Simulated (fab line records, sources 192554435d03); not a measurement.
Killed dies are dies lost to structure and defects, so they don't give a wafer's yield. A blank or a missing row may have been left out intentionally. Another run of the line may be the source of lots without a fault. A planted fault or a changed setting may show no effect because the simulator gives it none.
fab line records	flow n5_finfet	part 2 of 2: steps 4 to 6 of 6
[record] lots = 23	wafers = 69	last_day = 18
route steps=1938 shown HKMG_FIN@434 GATE_CUT@488
lots that met no fault: from a run of the same line without faults
start_h: start of the lot's first displayed wafer, in hours after the record's first day	wait_h: hours since the lot's step before	" repeats the value in the row above	L1.1+2: several wafers, shown together as one row	- no value present, or no start provided	* or withheld: withheld	< > ~ a bound
route shown NAME@n: a module of which the file shows steps, and the number in the route of the first	usual: the fault-free wafers' mean and standard deviation	same: alike in all rows	chamber/n: place in a boat	sites: each site's reading	_std_site: the standard deviation of these	_edge_site: outer sites' mean less inner sites'	radius_mm: for every site, how far away it sits from the centre of the wafer	mask NAME#n: copy n	behind: the tool/chamber that last shaped the wafer	hold: why the lot was held/for how many hours/how that ended	device: the n, p or np transistor that did not switch	end of line: tests run on the same wafers once the route is complete	a step without rows: its recipe alone	killed: dies lost to structure and defects at the first sort, not the wafer's yield	map: per-die view of a wafer (x killed, . not killed, _ where there is no die)
set.NAME: the setting as run; set.NAME@STEP: as run at that earlier step	model.NAME: the simulator's own value behind a step, which no gauge read
a sample of lots followed through the steps of the route, with each step as a table and each wafer as a row
services: the hour from which a tool's chamber was out of use, counted from the record's first day as start_h (under 0 if before that day), plus the number of hours and why
[[steps]]
[step N5_HKMG_FIN_W_FILL_22]
[recipe] material = W	target_thk_a = 600	temp_c = 400	pressure_torr = 39.4	time_s = 18.2
[usual] heater_power_w = 836/62	throttle_valve_pct = 19.80/0.21
lot.wafer	tool	chamber	start_h	wait_h	heater_power_w	since_wet_clean_h	throttle_valve_pct
L074.2	cvd_w-01	1	80.25	0.0	852	248	19.59
L074.3	"	0	"	"	743	-	19.92
L074.4	"	1	"	"	831	-	19.79
L075.2	cvd_w-02	1	90.27	0.1	894	-	19.71
L075.3	"	1	"	"	900	-	19.48
L075.6	"	1	"	"	918	-	19.50
L076.1	cvd_w-02	1	92.96	0.1	895	775	19.51
L076.2	"	1	"	"	898	-	19.70
L076.4	"	1	"	"	908	-	19.61
L077.2	cvd_w-02	1	100.01	0.0	876	782	19.64
L077.3	"	0	"	"	816	-	19.72
L077.5	"	1	"	"	896	-	19.56
L078.2	cvd_w-02	0	104.11	0.0	855	786	19.55
L078.5	"	1	"	"	865	-	19.80
L078.6	"	0	"	"	838	-	19.88
L079.4	cvd_w-02	1	113.70	0.0	879	-	19.39
L079.5	"	0	"	"	850	-	19.87
L079.6	"	1	"	"	896	-	19.63
L080.3	cvd_w-01	0	114.71	0.0	738	-	19.76
L080.4	"	1	"	"	838	-	19.72
L080.6	"	0	"	"	724	-	19.69
L081.3	cvd_w-02	0	123.87	0.0	850	-	19.95
L081.4	"	1	"	"	896	-	19.40
L081.5	"	1	"	"	891	-	19.69
L082.1	cvd_w-02	1	125.25	0.0	894	807	19.69
L082.2	"	0	"	"	839	807	19.63
L082.3	"	0	"	"	849	-	19.66
L083.3	cvd_w-01	0	130.38	0.0	731	-	19.66
L083.4	"	1	"	"	869	-	19.82
L083.6	"	0	"	"	730	-	19.87
L084.2	cvd_w-02	0	137.90	0.0	825	820	19.93
L084.3	"	1	"	"	889	-	19.70
L084.5	"	0	"	"	862	-	19.99
L085.1	cvd_w-01	0	143.35	0.0	725	311	19.81
L085.3	"	1	"	"	866	-	19.73
L085.6	"	1	"	"	835	-	19.89
L087.2	cvd_w-02	0	154.61	0.0	852	837	19.79
L087.3	"	1	"	"	905	-	19.73
L087.4	"	0	"	"	842	-	19.84
L088.2	cvd_w-02	1	164.58	0.0	880	847	19.59
L088.3	"	0	"	"	844	-	19.95
L088.4	"	1	"	"	924	-	19.70
L089.1	cvd_w-01	0	167.24	0.0	707	335	20.00
L089.4	"	1	"	"	856	-	19.89
L089.6	"	0	"	"	729	-	19.78
L090.1	cvd_w-01	1	174.98	0.0	852	343	20.16
L090.3	"	1	"	"	853	-	20.20
L090.6	"	0	"	"	733	-	19.89
L091.1	cvd_w-02	1	179.92	0.0	893	862	19.77
L091.3	"	1	"	"	875	-	19.48
L091.4	"	0	"	"	861	-	19.97
L092.3	cvd_w-01	0	185.15	0.0	712	-	20.31
L092.4	"	1	"	"	857	-	20.12
L092.6	"	1	"	"	834	-	20.29
L093.1	cvd_w-02	0	190.97	0.0	855	873	19.99
L093.3	"	0	"	"	840	-	19.78
L093.4	"	1	"	"	877	-	19.73
L094.4	cvd_w-01	0	201.13	0.0	758	-	19.94
L094.5	"	1	"	"	864	-	19.98
L094.6	"	0	"	"	736	-	19.83
L095.1	cvd_w-01	1	206.59	0.0	854	375	20.06
L095.3	"	1	"	"	846	-	20.11
L095.5	"	1	"	"	875	-	20.10
L096.1	cvd_w-02	0	210.19	0.0	830	892	19.92
L096.3	"	1	"	"	909	-	19.86
L096.4	"	0	"	"	852	-	19.94
L097.3	cvd_w-01	0	217.48	0.0	722	-	20.00
L097.4	"	1	"	"	837	-	20.07
L097.5	"	1	"	"	869	-	19.85
[step N5_HKMG_FIN_CMP_23]
[recipe] stop_on = SiNx	t_overpolish_s = 10	post_cmp_clean = rinse_only	down_force_psi = 4	platen_rpm = 50.289	pad_velocity_m_s = 1.0006	target_thk_nm = 46.326
[usual] head_pressure_psi = 3.999/0.0084	motor_current_A = 11.6/1.4	overpolish_run_s = 10.000/0.009	time_to_endpoint_s = 12.4/1.9
lot.wafer	tool	chamber	start_h	wait_h	head_pressure_psi	motor_current_A	overpolish_run_s	time_to_endpoint_s
L074.3	cmp-03	2	80.35	0.0	4.004	10.8	9.987	12.3
L074.2	"	3	"	"	4.018	12.1	9.987	10.5
L074.4	"	0	"	"	4.008	11.4	10.011	10.6
L075.2	cmp-03	2	90.40	0.0	4.005	10.3	10.006	14.9
L075.3	"	3	"	"	3.995	12.2	10.010	13.0
L075.6	"	2	"	"	4.010	10.8	9.998	13.4
L076.4	cmp-02	2	93.10	0.0	4.005	11.7	10.013	12.0
L076.2	"	3	"	"	3.989	10.1	10.016	15.6
L076.1	"	1	"	"	4.002	10.6	10.021	11.6
L077.3	cmp-02	3	100.12	0.0	3.994	10.4	9.989	13.7
L077.2	"	0	"	"	4.006	12.0	10.010	12.9
L077.5	"	0	"	"	4.010	11.5	9.996	14.7
L078.2	cmp-04	2	104.30	0.1	4.010	15.4	9.987	9.4
L078.6	"	1	"	"	4.006	10.6	10.006	11.7
L078.5	"	2	"	"	3.992	16.0	10.000	10.0
L079.4	cmp-03	0	114.07	0.3	4.006	11.9	10.001	13.9
L079.6	"	1	"	"	4.006	12.4	10.007	12.6
L079.5	"	2	"	"	3.984	11.2	10.001	16.9
L080.3	cmp-02	1	115.00	0.2	3.986	10.6	10.011	11.1
L080.4	"	2	"	"	3.990	12.5	10.005	11.2
L080.6	"	3	"	"	3.980	10.2	9.979	11.5
L081.4	cmp-02	3	123.97	0.0	3.999	9.9	10.001	13.5
L081.3	"	0	"	"	4.006	11.3	9.998	12.2
L081.5	"	3	"	"	3.996	10.5	9.986	13.6
L082.3	cmp-04	2	125.36	0.0	3.996	14.8	9.990	12.8
L082.2	"	3	"	"	4.019	11.1	9.987	12.6
L082.1	"	0	"	"	3.997	10.4	10.003	15.5
L083.4	cmp-03	0	130.48	0.0	3.998	10.7	10.021	14.2
L083.3	"	3	"	"	3.993	12.0	10.007	12.8
L083.6	"	0	"	"	4.011	11.9	10.009	14.1
L084.3	cmp-02	0	138.01	0.0	3.998	12.0	10.004	11.7
L084.2	"	2	"	"	3.994	12.3	10.021	15.1
L084.5	"	1	"	"	4.004	10.8	10.007	14.3
L085.1	cmp-02	2	143.46	0.0	3.991	12.6	9.998	13.5
L085.3	"	0	"	"	3.994	11.6	10.004	14.7
L085.6	"	2	"	"	3.988	13.2	10.003	11.9
L087.2	cmp-03	0	154.82	0.1	3.992	11.8	9.991	13.4
L087.4	"	1	"	"	3.998	12.6	10.006	13.5
L087.3	"	2	"	"	3.996	10.4	10.007	15.7
L088.3	cmp-04	2	164.69	0.0	3.996	15.3	9.987	10.9
L088.4	"	3	"	"	3.988	11.1	10.003	13.3
L088.2	"	0	"	"	4.001	10.2	10.004	13.0
L089.4	cmp-02	2	167.35	0.0	3.991	12.9	9.985	12.9
L089.1	"	0	"	"	3.996	11.6	10.011	9.7
L089.6	"	3	"	"	4.019	10.8	9.997	12.2
L090.1	cmp-02	0	175.25	0.2	4.014	12.0	10.007	11.4
L090.3	"	1	"	"	4.011	10.5	10.000	10.3
L090.6	"	2	"	"	3.982	12.0	9.982	10.5
L091.3	cmp-03	1	180.03	0.0	3.989	12.5	9.995	12.0
L091.1	"	3	"	"	3.996	12.0	10.009	11.2
L091.4	"	0	"	"	4.004	11.1	10.004	12.8
L092.4	cmp-02	3	185.25	0.0	4.005	10.4	10.005	10.8
L092.3	"	0	"	"	4.012	11.5	9.996	11.6
L092.6	"	0	"	"	4.013	11.5	10.002	12.3
L093.4	cmp-04	1	191.07	0.0	3.997	10.1	9.999	11.3
L093.3	"	3	"	"	3.989	11.1	10.001	14.1
L093.1	"	0	"	"	3.997	10.3	10.007	10.9
L094.4	cmp-04	1	201.39	0.2	4.006	10.7	9.987	9.4
L094.6	"	3	"	"	3.996	11.3	9.986	12.3
L094.5	"	0	"	"	4.004	10.3	10.012	9.6
L095.1	cmp-02	1	206.78	0.1	4.001	10.2	9.996	8.3
L095.3	"	2	"	"	3.995	13.5	10.003	9.9
L095.5	"	1	"	"	4.003	10.5	10.016	11.3
L096.1	cmp-04	2	210.99	0.7	4.004	15.5	9.995	13.3
L096.4	"	0	"	"	4.000	10.5	9.987	9.5
L096.3	"	1	"	"	3.989	10.5	9.990	12.6
L097.3	cmp-04	2	217.58	0.0	4.003	14.8	10.002	10.6
L097.4	"	1	"	"	4.004	10.6	10.001	8.5
L097.5	"	3	"	"	4.017	10.8	10.002	9.7
[step N5_GATE_CUT_OVL_MEAS_14]
[recipe] points_per_wafer = 522
[usual] GATE_CUT_OVL = 0.1/0.7
lot.wafer	tool	chamber	start_h	wait_h	GATE_CUT_OVL[nm]
L074.2	overlay-01	0	85.27	0.0	-0.1
L074.3	"	0	"	"	0.5
L074.4	"	0	"	"	-0.1
L075.2	overlay-01	0	94.87	0.0	-0.7
L075.3	"	0	"	"	-0.4
L075.6	"	0	"	"	-0.1
L076.1	overlay-01	0	98.14	0.0	-0.3
L076.2	"	0	"	"	1.2
L076.4	"	0	"	"	1.1
L077.2	overlay-02	0	104.56	0.0	0.6
L077.3	"	0	"	"	0.9
L077.5	"	0	"	"	0.7
L078.2	overlay-02	0	108.63	0.0	1.0
L078.5	"	0	"	"	0.9
L078.6	"	0	"	"	0.6
L079.4	overlay-02	0	118.19	0.0	0.1
L079.5	"	0	"	"	0.1
L079.6	"	0	"	"	0.0
L080.3	overlay-01	0	119.35	0.0	1.1
L080.4	"	0	"	"	-0.2
L080.6	"	0	"	"	0.7
L081.3	overlay-01	0	128.38	0.0	0.7
L081.4	"	0	"	"	-0.7
L081.5	"	0	"	"	0.5
L082.1	overlay-01	0	129.95	0.0	-0.2
L082.2	"	0	"	"	1.1
L082.3	"	0	"	"	-0.2
L083.3	overlay-01	0	135.22	0.0	-0.1
L083.4	"	0	"	"	-0.2
L083.6	"	0	"	"	0.1
L084.2	overlay-01	0	142.71	0.0	-0.5
L084.3	"	0	"	"	-1.0
L084.5	"	0	"	"	-0.2
L085.1	overlay-02	0	148.14	0.0	0.0
L085.3	"	0	"	"	-0.3
L085.6	"	0	"	"	0.0
L087.2	overlay-02	0	159.35	0.0	1.2
L087.3	"	0	"	"	1.1
L087.4	"	0	"	"	1.0
L088.2	overlay-02	0	169.15	0.0	1.1
L088.3	"	0	"	"	-0.1
L088.4	"	0	"	"	1.0
L089.1	overlay-02	0	171.79	0.0	1.4
L089.4	"	0	"	"	-0.8
L089.6	"	0	"	"	-0.6
L090.1	overlay-01	0	179.42	0.0	-0.8
L090.3	"	0	"	"	0.2
L090.6	"	0	"	"	-1.6
L091.1	overlay-02	0	184.75	0.0	0.9
L091.3	"	0	"	"	1.0
L091.4	"	0	"	"	-0.2
L092.3	overlay-01	0	191.03	0.0	-0.8
L092.4	"	0	"	"	-0.9
L092.6	"	0	"	"	-0.3
L093.1	overlay-02	0	196.66	0.0	-0.2
L093.3	"	0	"	"	0.4
L093.4	"	0	"	"	-0.8
L094.4	overlay-02	0	205.70	0.0	0.5
L094.5	"	0	"	"	0.6
L094.6	"	0	"	"	0.4
L095.1	overlay-02	0	211.27	0.0	-0.2
L095.3	"	0	"	"	-1.0
L095.5	"	0	"	"	-1.5
L096.1	overlay-01	0	215.44	0.0	0.7
L096.3	"	0	"	"	-0.2
L096.4	"	0	"	"	0.7
L097.3	overlay-02	0	222.13	0.0	0.8
L097.4	"	0	"	"	-0.2
L097.5	"	0	"	"	0.1
[[services]]
tool	chamber	start_h	hours	kind
rie_diel-05	1	54.83	4.8	repair
rie_diel-01	3	56.28	2.0	repair
rie_metal-03	-	57.06	2.0	repair
cmp-02	-	60.93	0.7	repair
rie_metal-03	-	61.74	0.4	repair
cmp-02	-	81.57	5.6	pm
cvd_w-02	0	81.99	14.8	repair
cmp-04	-	87.41	1.5	repair
rie_diel-01	2	88.70	4.5	repair
rie_diel-01	0	112.90	5.7	repair
cvd_w-01	-	125.03	0.8	repair
cmp-02	-	138.89	0.2	repair
cmp-04	-	141.60	5.7	pm
rie_diel-05	2	143.71	5.1	repair
cmp-04	-	151.40	6.6	repair
rie_metal-03	-	153.05	14.6	pm
rie_diel-02	0	158.33	3.4	repair
rie_diel-02	3	159.94	8.9	repair
cmp-02	-	180.75	1.2	repair
rie_diel-05	-	187.38	0.9	repair
cmp-02	-	191.73	2.4	repair
rie_diel-01	2	196.04	7.1	repair
rie_diel-01	1	201.64	6.7	repair
cmp-02	-	207.36	4.0	pm
